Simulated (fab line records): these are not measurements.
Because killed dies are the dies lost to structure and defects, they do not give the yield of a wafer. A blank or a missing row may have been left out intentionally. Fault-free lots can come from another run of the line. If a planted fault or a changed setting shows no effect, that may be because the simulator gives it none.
Which tool was responsible? / flow n5 finfet / 24 lots, 72 wafers sampled, at 6 steps of a route of 1938

WHAT THE GAUGES READ, wafer by wafer
N5_MOL_CONTACT_COAG_OVL_MEAS_09.
lot=L074; measured=day 4 15:45; on=overlay-01; CA_OVL (nm)=1.3 0.7 1.4
lot=L075; measured=day 5 02:23; on=overlay-01; CA_OVL (nm)=-0.1 0.8 0.8
lot=L076; measured=day 5 04:08; on=overlay-01; CA_OVL (nm)=-0.4 0.1 1.1
lot=L077; measured=day 5 14:49; on=overlay-02; CA_OVL (nm)=1.1 -0.1 0.5
lot=L078; measured=day 5 15:47; on=overlay-02; CA_OVL (nm)=0.1 0.4 -0.6
lot=L079; measured=day 6 01:11; on=overlay-02; CA_OVL (nm)=0.5 0.9 0.9
lot=L080; measured=day 6 02:44; on=overlay-01; CA_OVL (nm)=0.1 0.0 -0.7
lot=L081; measured=day 6 09:13; on=overlay-02; CA_OVL (nm)=-0.2 -0.1 -0.4
lot=L082; measured=day 6 18:47; on=overlay-01; CA_OVL (nm)=0.1 0.6 0.5
lot=L083; measured=day 6 22:19; on=overlay-02; CA_OVL (nm)=-0.8 -1.0 -0.9
lot=L084; measured=day 7 08:06; on=overlay-01; CA_OVL (nm)=1.1 -0.2 0.0
lot=L085; measured=day 7 09:58; on=overlay-02; CA_OVL (nm)=-0.3 0.6 -0.6
lot=L086; measured=day 7 18:45; on=overlay-01; CA_OVL (nm)=-0.4 0.2 -0.3
lot=L087; measured=day 8 01:25; on=overlay-02; CA_OVL (nm)=-0.5 -0.6 0.2
lot=L088; measured=day 8 03:53; on=overlay-01; CA_OVL (nm)=0.1 -0.2 0.4
lot=L089; measured=day 8 12:12; on=overlay-02; CA_OVL (nm)=-0.3 0.2 -0.5
lot=L090; measured=day 8 13:39; on=overlay-02; CA_OVL (nm)=-0.4 0.6 0.1
lot=L091; measured=day 8 21:58; on=overlay-02; CA_OVL (nm)=0.7 -0.5 -0.6
lot=L092; measured=day 9 09:04; on=overlay-02; CA_OVL (nm)=0.3 -0.4 0.7
lot=L093; measured=day 9 10:06; on=overlay-02; CA_OVL (nm)=0.9 0.5 0.4
lot=L094; measured=day 9 15:23; on=overlay-02; CA_OVL (nm)=0.7 1.0 1.3
lot=L095; measured=day 10 00:39; on=overlay-01; CA_OVL (nm)=0.7 0.7 0.3
lot=L096; measured=day 10 05:26; on=overlay-02; CA_OVL (nm)=1.2 -0.2 0.3
lot=L097; measured=day 10 10:02; on=overlay-02; CA_OVL (nm)=0.2 -0.4 -0.3

N5_MOL_CONTACT_COAG_THK_MEAS_29.
lot=L074; measured=day 5 01:17; on=film metro-02; MD_CAP_THK (nm)=18.03 18.06 17.99
lot=L075; measured=day 5 12:19; on=film metro-02; MD_CAP_THK (nm)=17.79 17.76 17.88
lot=L076; measured=day 5 15:43; on=film metro-02; MD_CAP_THK (nm)=17.90 18.00 17.94
lot=L077; measured=day 5 21:10; on=film metro-02; MD_CAP_THK (nm)=18.06 18.00 18.08
lot=L078; measured=day 5 22:19; on=film metro-01; MD_CAP_THK (nm)=17.80 17.97 17.81
lot=L079; measured=day 6 08:26; on=film metro-02; MD_CAP_THK (nm)=17.70 17.67 17.89
lot=L080; measured=day 6 11:20; on=film metro-01; MD_CAP_THK (nm)=17.90 17.87 17.94
lot=L081; measured=day 6 17:08; on=film metro-02; MD_CAP_THK (nm)=17.74 17.82 17.86
lot=L082; measured=day 7 03:12; on=film metro-02; MD_CAP_THK (nm)=18.06 17.77 17.82
lot=L083; measured=day 7 07:29; on=film metro-02; MD_CAP_THK (nm)=18.03 18.00 18.01
lot=L084; measured=day 7 16:04; on=film metro-01; MD_CAP_THK (nm)=17.72 17.74 17.87
lot=L085; measured=day 7 19:46; on=film metro-02; MD_CAP_THK (nm)=17.95 18.05 17.99
lot=L086; measured=day 8 05:40; on=film metro-02; MD_CAP_THK (nm)=17.97 17.89 17.79
lot=L087; measured=day 8 09:14; on=film metro-02; MD_CAP_THK (nm)=17.82 17.87 18.01
lot=L088; measured=day 8 13:19; on=film metro-02; MD_CAP_THK (nm)=17.78 17.85 18.04
lot=L089; measured=day 8 23:23; on=film metro-02; MD_CAP_THK (nm)=17.93 18.11 18.11
lot=L090; measured=day 8 23:31; on=film metro-02; MD_CAP_THK (nm)=17.87 17.97 17.76
lot=L091; measured=day 9 07:10; on=film metro-02; MD_CAP_THK (nm)=17.90 17.95 17.87
lot=L092; measured=day 9 17:10; on=film metro-01; MD_CAP_THK (nm)=17.89 17.84 17.89
lot=L093; measured=day 9 18:34; on=film metro-02; MD_CAP_THK (nm)=17.96 18.06 18.00
lot=L094; measured=day 9 22:27; on=film metro-02; MD_CAP_THK (nm)=17.82 17.95 17.98
lot=L095; measured=day 10 08:16; on=film metro-02; MD_CAP_THK (nm)=17.67 17.76 17.71
lot=L096; measured=day 10 15:11; on=film metro-02; MD_CAP_THK (nm)=18.00 17.99 17.92
lot=L097; measured=day 10 17:59; on=film metro-01; MD_CAP_THK (nm)=17.98 18.14 17.93

N5_MOL_CONTACT_COAG_INSPECT_42: inspects for defects (brightfield).
lot=L074; measured=day 5 06:20; on=defect inspect-02; raw defect count=217 267 199
lot=L075; measured=day 5 14:56; on=defect inspect-01; raw defect count=173 177 172
lot=L076; measured=day 5 18:07; on=defect inspect-01; raw defect count=222 180 358
lot=L077; measured=day 6 00:29; on=defect inspect-01; raw defect count=388 229 269
lot=L078; measured=day 6 01:16; on=defect inspect-02; raw defect count=140 95 150
lot=L079; measured=day 6 11:03; on=defect inspect-01; raw defect count=162 134 212
lot=L080; measured=day 6 14:25; on=defect inspect-01; raw defect count=195 174 214
lot=L081; measured=day 6 19:29; on=defect inspect-02; raw defect count=248 218 307
lot=L082; measured=day 7 05:31; on=defect inspect-02; raw defect count=180 224 202
lot=L083; measured=day 7 09:53; on=defect inspect-02; raw defect count=281 292 164
lot=L084; measured=day 7 18:41; on=defect inspect-01; raw defect count=197 237 165
lot=L085; measured=day 7 22:07; on=defect inspect-01; raw defect count=213 207 279
lot=L086; measured=day 8 09:06; on=defect inspect-01; raw defect count=211 187 191
lot=L087; measured=day 8 14:41; on=defect inspect-01; raw defect count=209 243 276
lot=L088; measured=day 8 17:38; on=defect inspect-01; raw defect count=185 243 251
lot=L089; measured=day 9 02:05; on=defect inspect-02; raw defect count=240 214 311
lot=L090; measured=day 9 02:17; on=defect inspect-01; raw defect count=269 264 205
lot=L091; measured=day 9 09:47; on=defect inspect-02; raw defect count=226 202 160
lot=L092; measured=day 9 20:18; on=defect inspect-02; raw defect count=240 249 250
lot=L093; measured=day 9 20:50; on=defect inspect-02; raw defect count=179 261 133
lot=L094; measured=day 10 01:05; on=defect inspect-02; raw defect count=168 310 197
lot=L095; measured=day 10 11:00; on=defect inspect-02; raw defect count=107 170 147
lot=L096; measured=day 10 18:16; on=defect inspect-01; raw defect count=242 171 176
lot=L097; measured=day 10 20:29; on=defect inspect-02; raw defect count=301 259 292

N5_BEOL_M0_SAQP_THK_MEAS_05.
lot=L074; measured=day 5 15:47; on=film metro-02; thk nm (nm)=58.8 59.9 60.6
lot=L075; measured=day 5 20:21; on=film metro-01; thk nm (nm)=59.7 60.6 60.0
lot=L076; measured=day 6 00:26; on=film metro-02; thk nm (nm)=59.0 58.7 60.4
lot=L077; measured=day 6 05:53; on=film metro-02; thk nm (nm)=58.6 58.0 60.2
lot=L078; measured=day 6 09:35; on=film metro-02; thk nm (nm)=59.8 60.2 61.5
lot=L079; measured=day 6 17:07; on=film metro-01; thk nm (nm)=58.7 59.6 58.3
lot=L080; measured=day 6 20:39; on=film metro-02; thk nm (nm)=57.8 58.6 58.8
lot=L081; measured=day 7 01:51; on=film metro-02; thk nm (nm)=58.8 57.7 58.9
lot=L082; measured=day 7 13:07; on=film metro-02; thk nm (nm)=59.6 59.2 60.5
lot=L083; measured=day 7 17:10; on=film metro-02; thk nm (nm)=59.0 59.6 59.2
lot=L084; measured=day 8 01:04; on=film metro-01; thk nm (nm)=57.7 58.5 58.6
lot=L085; measured=day 8 03:45; on=film metro-01; thk nm (nm)=59.0 59.9 60.2
lot=L086; measured=day 8 16:53; on=film metro-02; thk nm (nm)=58.8 58.1 58.7
lot=L087; measured=day 8 22:55; on=film metro-02; thk nm (nm)=59.7 60.0 59.3
lot=L088; measured=day 9 02:03; on=film metro-01; thk nm (nm)=58.1 60.2 60.6
lot=L089; measured=day 9 08:56; on=film metro-02; thk nm (nm)=59.2 60.7 60.4
lot=L090; measured=day 9 11:46; on=film metro-01; thk nm (nm)=59.1 58.7 59.0
lot=L091; measured=day 9 16:06; on=film metro-02; thk nm (nm)=58.5 60.2 60.1
lot=L092; measured=day 10 02:28; on=film metro-02; thk nm (nm)=59.0 59.4 60.2
lot=L093; measured=day 10 05:47; on=film metro-02; thk nm (nm)=59.4 59.4 60.5
lot=L094; measured=day 10 08:56; on=film metro-01; thk nm (nm)=60.3 60.6 60.3
lot=L095; measured=day 10 20:58; on=film metro-02; thk nm (nm)=60.8 58.8 60.0
lot=L096; measured=day 10 23:58; on=film metro-01; thk nm (nm)=60.1 59.8 60.4
lot=L097; measured=day 11 02:59; on=film metro-01; thk nm (nm)=59.5 61.0 60.9

WHICH TOOL RAN EACH LOT (tool, then ch and the chambers of the sampled wafers, then the start)
lot=L074; N5_MOL_CONTACT_COAG_STRIP_98=rie diel-03 ch 0,2,3, day 4 16:12; N5_MOL_CONTACT_COAG_VIA_ETCH_117=rie diel-03 ch 1,2,3, day 5 06:50
lot=L075; N5_MOL_CONTACT_COAG_STRIP_98=rie diel-06 ch 1,2,3, day 5 03:30; N5_MOL_CONTACT_COAG_VIA_ETCH_117=rie diel-03 ch 0,1,3, day 5 15:27
lot=L076; N5_MOL_CONTACT_COAG_STRIP_98=rie diel-02 ch 0,1,3, day 5 04:32; N5_MOL_CONTACT_COAG_VIA_ETCH_117=rie diel-03 ch 0,3, day 5 19:11
lot=L077; N5_MOL_CONTACT_COAG_STRIP_98=rie diel-06 ch 1,3, day 5 15:14; N5_MOL_CONTACT_COAG_VIA_ETCH_117=rie diel-02 ch 0,1,2, day 6 00:59
lot=L078; N5_MOL_CONTACT_COAG_STRIP_98=rie diel-03 ch 0,1,2, day 5 16:13; N5_MOL_CONTACT_COAG_VIA_ETCH_117=rie diel-03 ch 2,3, day 6 01:50
lot=L079; N5_MOL_CONTACT_COAG_STRIP_98=rie diel-02 ch 0,1,2, day 6 01:35; N5_MOL_CONTACT_COAG_VIA_ETCH_117=rie diel-06 ch 1,2,3, day 6 11:43
lot=L080; N5_MOL_CONTACT_COAG_STRIP_98=rie diel-02 ch 0,1,2, day 6 03:09; N5_MOL_CONTACT_COAG_VIA_ETCH_117=rie diel-02 ch 0,1,2, day 6 14:56
lot=L081; N5_MOL_CONTACT_COAG_STRIP_98=rie diel-02 ch 0,1, day 6 09:37; N5_MOL_CONTACT_COAG_VIA_ETCH_117=rie diel-03 ch 0,1,2, day 6 20:25
lot=L082; N5_MOL_CONTACT_COAG_STRIP_98=rie diel-06 ch 2,3, day 6 19:12; N5_MOL_CONTACT_COAG_VIA_ETCH_117=rie diel-06 ch 0,2, day 7 06:14
lot=L083; N5_MOL_CONTACT_COAG_STRIP_98=rie diel-02 ch 0,1, day 6 22:46; N5_MOL_CONTACT_COAG_VIA_ETCH_117=rie diel-03 ch 0,1,2, day 7 10:51
lot=L084; N5_MOL_CONTACT_COAG_STRIP_98=rie diel-02 ch 0,1,2, day 7 08:38; N5_MOL_CONTACT_COAG_VIA_ETCH_117=rie diel-06 ch 1,2,3, day 7 19:23
lot=L085; N5_MOL_CONTACT_COAG_STRIP_98=rie diel-02 ch 1,2,3, day 7 10:42; N5_MOL_CONTACT_COAG_VIA_ETCH_117=rie diel-02 ch 0,1,2, day 7 22:39
lot=L086; N5_MOL_CONTACT_COAG_STRIP_98=rie diel-03 ch 0,1,2, day 7 19:10; N5_MOL_CONTACT_COAG_VIA_ETCH_117=rie diel-02 ch 0,1,2, day 8 11:20
lot=L087; N5_MOL_CONTACT_COAG_STRIP_98=rie diel-03 ch 1,2,3, day 8 01:50; N5_MOL_CONTACT_COAG_VIA_ETCH_117=rie diel-03 ch 0,1,2, day 8 17:16
lot=L088; N5_MOL_CONTACT_COAG_STRIP_98=rie diel-06 ch 0,2,3, day 8 04:18; N5_MOL_CONTACT_COAG_VIA_ETCH_117=rie diel-02 ch 1,3, day 8 19:28
lot=L089; N5_MOL_CONTACT_COAG_STRIP_98=rie diel-03 ch 0,3, day 8 14:19; N5_MOL_CONTACT_COAG_VIA_ETCH_117=rie diel-06 ch 2,3, day 9 03:02
lot=L090; N5_MOL_CONTACT_COAG_STRIP_98=rie diel-02 ch 0,1,3, day 8 15:46; N5_MOL_CONTACT_COAG_VIA_ETCH_117=rie diel-02 ch 0,2, day 9 03:02
lot=L091; N5_MOL_CONTACT_COAG_STRIP_98=rie diel-02 ch 0,1,2, day 8 22:47; N5_MOL_CONTACT_COAG_VIA_ETCH_117=rie diel-06 ch 1,3, day 9 10:22
lot=L092; N5_MOL_CONTACT_COAG_STRIP_98=rie diel-06 ch 0,1,3, day 9 09:37; N5_MOL_CONTACT_COAG_VIA_ETCH_117=rie diel-06 ch 0,1,2, day 9 21:08
lot=L093; N5_MOL_CONTACT_COAG_STRIP_98=rie diel-03 ch 0,2,3, day 9 10:58; N5_MOL_CONTACT_COAG_VIA_ETCH_117=rie diel-06 ch 0,3, day 9 21:54
lot=L094; N5_MOL_CONTACT_COAG_STRIP_98=rie diel-02 ch 0,2, day 9 15:48; N5_MOL_CONTACT_COAG_VIA_ETCH_117=rie diel-06 ch 1,3, day 10 02:10
lot=L095; N5_MOL_CONTACT_COAG_STRIP_98=rie diel-03 ch 1,2, day 10 01:15; N5_MOL_CONTACT_COAG_VIA_ETCH_117=rie diel-06 ch 0,2,3, day 10 11:38
lot=L096; N5_MOL_CONTACT_COAG_STRIP_98=rie diel-03 ch 1,2,3, day 10 05:51; N5_MOL_CONTACT_COAG_VIA_ETCH_117=rie diel-03 ch 1,3, day 10 18:55
lot=L097; N5_MOL_CONTACT_COAG_STRIP_98=rie diel-06 ch 0,1, day 10 10:34; N5_MOL_CONTACT_COAG_VIA_ETCH_117=rie diel-06 ch 0,1,3, day 10 21:11
- N5_MOL_CONTACT_COAG_STRIP_98: strips in N2/H2.
- N5_MOL_CONTACT_COAG_VIA_ETCH_117: etches SiO2 in C4F6/O2, target depth 40 nm, overetch 8 nm, time 26 s.

AS READ BY THE TOOLS THEMSELVES (means over the sampled wafers that have a number; for cases with no such wafer, the mark the record gives instead)
N5_MOL_CONTACT_COAG_STRIP_98.
lot=L074; tool=rie diel-03; drypump motor current A (A)=5.59; oes product au (a.u.)=0.82; rf vpp V (V)=55.4; showerhead plenum p Torr (Torr)=3.42; throttle valve pct (%)=18.7
lot=L075; tool=rie diel-06; drypump motor current A (A)=5.64; oes product au (a.u.)=0.85; rf vpp V (V)=52.5; showerhead plenum p Torr (Torr)=3.36; throttle valve pct (%)=19.0
lot=L076; tool=rie diel-02; drypump motor current A (A)=5.55; oes product au (a.u.)=0.74; rf vpp V (V)=54.2; showerhead plenum p Torr (Torr)=3.29; throttle valve pct (%)=19.5
lot=L077; tool=rie diel-06; drypump motor current A (A)=5.78; oes product au (a.u.)=0.78; rf vpp V (V)=53.9; showerhead plenum p Torr (Torr)=3.27; throttle valve pct (%)=18.7
lot=L078; tool=rie diel-03; drypump motor current A (A)=5.34; oes product au (a.u.)=0.82; rf vpp V (V)=54.5; showerhead plenum p Torr (Torr)=3.36; throttle valve pct (%)=18.5
lot=L079; tool=rie diel-02; drypump motor current A (A)=5.55; oes product au (a.u.)=0.73; rf vpp V (V)=52.5; showerhead plenum p Torr (Torr)=3.28; throttle valve pct (%)=19.5
lot=L080; tool=rie diel-02; drypump motor current A (A)=5.53; oes product au (a.u.)=0.74; rf vpp V (V)=54.5; showerhead plenum p Torr (Torr)=3.28; throttle valve pct (%)=19.5
lot=L081; tool=rie diel-02; drypump motor current A (A)=5.39; oes product au (a.u.)=0.76; rf vpp V (V)=54.5; showerhead plenum p Torr (Torr)=3.25; throttle valve pct (%)=19.3
lot=L082; tool=rie diel-06; drypump motor current A (A)=5.67; oes product au (a.u.)=0.81; rf vpp V (V)=53.8; showerhead plenum p Torr (Torr)=3.35; throttle valve pct (%)=19.4
lot=L083; tool=rie diel-02; drypump motor current A (A)=5.36; oes product au (a.u.)=0.76; rf vpp V (V)=53.7; showerhead plenum p Torr (Torr)=3.25; throttle valve pct (%)=19.3
lot=L084; tool=rie diel-02; drypump motor current A (A)=5.54; oes product au (a.u.)=0.74; rf vpp V (V)=53.9; showerhead plenum p Torr (Torr)=3.27; throttle valve pct (%)=19.5
lot=L085; tool=rie diel-02; drypump motor current A (A)=5.55; oes product au (a.u.)=0.82; rf vpp V (V)=54.4; showerhead plenum p Torr (Torr)=3.30; throttle valve pct (%)=19.4
lot=L086; tool=rie diel-03; drypump motor current A (A)=5.36; oes product au (a.u.)=0.81; rf vpp V (V)=55.5; showerhead plenum p Torr (Torr)=3.35; throttle valve pct (%)=18.5
lot=L087; tool=rie diel-03; drypump motor current A (A)=5.62; oes product au (a.u.)=0.81; rf vpp V (V)=54.6; showerhead plenum p Torr (Torr)=3.32; throttle valve pct (%)=18.6
lot=L088; tool=rie diel-06; drypump motor current A (A)=5.83; oes product au (a.u.)=0.79; rf vpp V (V)=53.8; showerhead plenum p Torr (Torr)=3.29; throttle valve pct (%)=19.0
lot=L089; tool=rie diel-03; drypump motor current A (A)=5.40; oes product au (a.u.)=0.71; rf vpp V (V)=54.1; showerhead plenum p Torr (Torr)=3.42; throttle valve pct (%)=18.8
lot=L090; tool=rie diel-02; drypump motor current A (A)=5.58; oes product au (a.u.)=0.81; rf vpp V (V)=53.1; showerhead plenum p Torr (Torr)=3.27; throttle valve pct (%)=19.5
lot=L091; tool=rie diel-02; drypump motor current A (A)=5.56; oes product au (a.u.)=0.72; rf vpp V (V)=54.5; showerhead plenum p Torr (Torr)=3.26; throttle valve pct (%)=19.6
lot=L092; tool=rie diel-06; drypump motor current A (A)=5.80; oes product au (a.u.)=0.80; rf vpp V (V)=54.0; showerhead plenum p Torr (Torr)=3.29; throttle valve pct (%)=18.6
lot=L093; tool=rie diel-03; drypump motor current A (A)=5.58; oes product au (a.u.)=0.76; rf vpp V (V)=55.4; showerhead plenum p Torr (Torr)=3.39; throttle valve pct (%)=18.7
lot=L094; tool=rie diel-02; drypump motor current A (A)=5.70; oes product au (a.u.)=0.71; rf vpp V (V)=54.2; showerhead plenum p Torr (Torr)=3.26; throttle valve pct (%)=19.8
lot=L095; tool=rie diel-03; drypump motor current A (A)=5.57; oes product au (a.u.)=0.85; rf vpp V (V)=54.7; showerhead plenum p Torr (Torr)=3.32; throttle valve pct (%)=18.5
lot=L096; tool=rie diel-03; drypump motor current A (A)=5.65; oes product au (a.u.)=0.79; rf vpp V (V)=53.1; showerhead plenum p Torr (Torr)=3.30; throttle valve pct (%)=18.6
lot=L097; tool=rie diel-06; drypump motor current A (A)=5.64; oes product au (a.u.)=0.85; rf vpp V (V)=53.6; showerhead plenum p Torr (Torr)=3.37; throttle valve pct (%)=18.5

N5_MOL_CONTACT_COAG_VIA_ETCH_117.
lot=L074; tool=rie diel-03; drypump motor current A (A)=5.6; oes product au (a.u.)=0.76; rf vpp V (V)=1607; showerhead plenum p Torr (Torr)=2.82; throttle valve pct (%)=40.7
lot=L075; tool=rie diel-03; drypump motor current A (A)=5.4; oes product au (a.u.)=0.69; rf vpp V (V)=1596; showerhead plenum p Torr (Torr)=2.83; throttle valve pct (%)=40.6
lot=L076; tool=rie diel-03; drypump motor current A (A)=5.4; oes product au (a.u.)=0.65; rf vpp V (V)=1594; showerhead plenum p Torr (Torr)=2.90; throttle valve pct (%)=40.8
lot=L077; tool=rie diel-02; drypump motor current A (A)=5.5; oes product au (a.u.)=0.68; rf vpp V (V)=1564; showerhead plenum p Torr (Torr)=2.75; throttle valve pct (%)=41.7
lot=L078; tool=rie diel-03; drypump motor current A (A)=5.9; oes product au (a.u.)=0.74; rf vpp V (V)=1584; showerhead plenum p Torr (Torr)=2.85; throttle valve pct (%)=40.8
lot=L079; tool=rie diel-06; drypump motor current A (A)=5.6; oes product au (a.u.)=0.74; rf vpp V (V)=1552; showerhead plenum p Torr (Torr)=2.83; throttle valve pct (%)=41.3
lot=L080; tool=rie diel-02; drypump motor current A (A)=5.5; oes product au (a.u.)=0.67; rf vpp V (V)=1565; showerhead plenum p Torr (Torr)=2.75; throttle valve pct (%)=41.7
lot=L081; tool=rie diel-03; drypump motor current A (A)=5.3; oes product au (a.u.)=0.74; rf vpp V (V)=1626; showerhead plenum p Torr (Torr)=2.85; throttle valve pct (%)=40.8
lot=L082; tool=rie diel-06; drypump motor current A (A)=5.9; oes product au (a.u.)=0.80; rf vpp V (V)=1574; showerhead plenum p Torr (Torr)=2.79; throttle valve pct (%)=40.8
lot=L083; tool=rie diel-03; drypump motor current A (A)=5.3; oes product au (a.u.)=0.72; rf vpp V (V)=1626; showerhead plenum p Torr (Torr)=2.85; throttle valve pct (%)=40.8
lot=L084; tool=rie diel-06; drypump motor current A (A)=5.6; oes product au (a.u.)=0.73; rf vpp V (V)=1552; showerhead plenum p Torr (Torr)=2.82; throttle valve pct (%)=41.3
lot=L085; tool=rie diel-02; drypump motor current A (A)=5.5; oes product au (a.u.)=0.66; rf vpp V (V)=1564; showerhead plenum p Torr (Torr)=2.75; throttle valve pct (%)=41.7
lot=L086; tool=rie diel-02; drypump motor current A (A)=5.5; oes product au (a.u.)=0.66; rf vpp V (V)=1563; showerhead plenum p Torr (Torr)=2.74; throttle valve pct (%)=41.7
lot=L087; tool=rie diel-03; drypump motor current A (A)=5.3; oes product au (a.u.)=0.71; rf vpp V (V)=1626; showerhead plenum p Torr (Torr)=2.84; throttle valve pct (%)=40.8
lot=L088; tool=rie diel-02; drypump motor current A (A)=5.6; oes product au (a.u.)=0.77; rf vpp V (V)=1626; showerhead plenum p Torr (Torr)=2.78; throttle valve pct (%)=41.9
lot=L089; tool=rie diel-06; drypump motor current A (A)=5.7; oes product au (a.u.)=0.71; rf vpp V (V)=1542; showerhead plenum p Torr (Torr)=2.82; throttle valve pct (%)=41.6
lot=L090; tool=rie diel-02; drypump motor current A (A)=5.7; oes product au (a.u.)=0.64; rf vpp V (V)=1535; showerhead plenum p Torr (Torr)=2.74; throttle valve pct (%)=41.3
lot=L091; tool=rie diel-06; drypump motor current A (A)=5.6; oes product au (a.u.)=0.74; rf vpp V (V)=1560; showerhead plenum p Torr (Torr)=2.82; throttle valve pct (%)=41.0
lot=L092; tool=rie diel-06; drypump motor current A (A)=5.7; oes product au (a.u.)=0.78; rf vpp V (V)=1571; showerhead plenum p Torr (Torr)=2.84; throttle valve pct (%)=41.0
lot=L093; tool=rie diel-06; drypump motor current A (A)=5.9; oes product au (a.u.)=0.68; rf vpp V (V)=1544; showerhead plenum p Torr (Torr)=2.71; throttle valve pct (%)=40.7
lot=L094; tool=rie diel-06; drypump motor current A (A)=5.7; oes product au (a.u.)=0.68; rf vpp V (V)=1541; showerhead plenum p Torr (Torr)=2.75; throttle valve pct (%)=41.0
lot=L095; tool=rie diel-06; drypump motor current A (A)=5.8; oes product au (a.u.)=0.71; rf vpp V (V)=1552; showerhead plenum p Torr (Torr)=2.76; throttle valve pct (%)=41.0
lot=L096; tool=rie diel-03; drypump motor current A (A)=5.4; oes product au (a.u.)=0.69; rf vpp V (V)=1598; showerhead plenum p Torr (Torr)=2.74; throttle valve pct (%)=40.5
lot=L097; tool=rie diel-06; drypump motor current A (A)=5.8; oes product au (a.u.)=0.73; rf vpp V (V)=1562; showerhead plenum p Torr (Torr)=2.77; throttle valve pct (%)=40.7

THE ANSWER, worked out from the rows above alone
Rule: what is usual is taken from the lots themselves. Put in order of their means at a reading, lots are off if they are a third of the lots or fewer, leave a main group of 4 or more, and stand apart from it by a gap of 3 or more times the standard deviation of the main group's means; of several such gaps the widest counts. Not used: any main group whose means are identical at the precision the tables above print for the reading. A lot without any number at a reading at which 4 lots or more have one is off too. All remaining lots with rows at the step are treated as sound. First the gauges in route order, then the tools' own readings, where a lot's mean is used as printed above. The first step at which some lot is off is used, and at that step the reading that is off furthest; a lot without a number counts as furthest.
Across all readings shown, no lot is off: no conclusion can be drawn from this.

WHAT HAD BEEN PUT IN BY THE SIMULATOR
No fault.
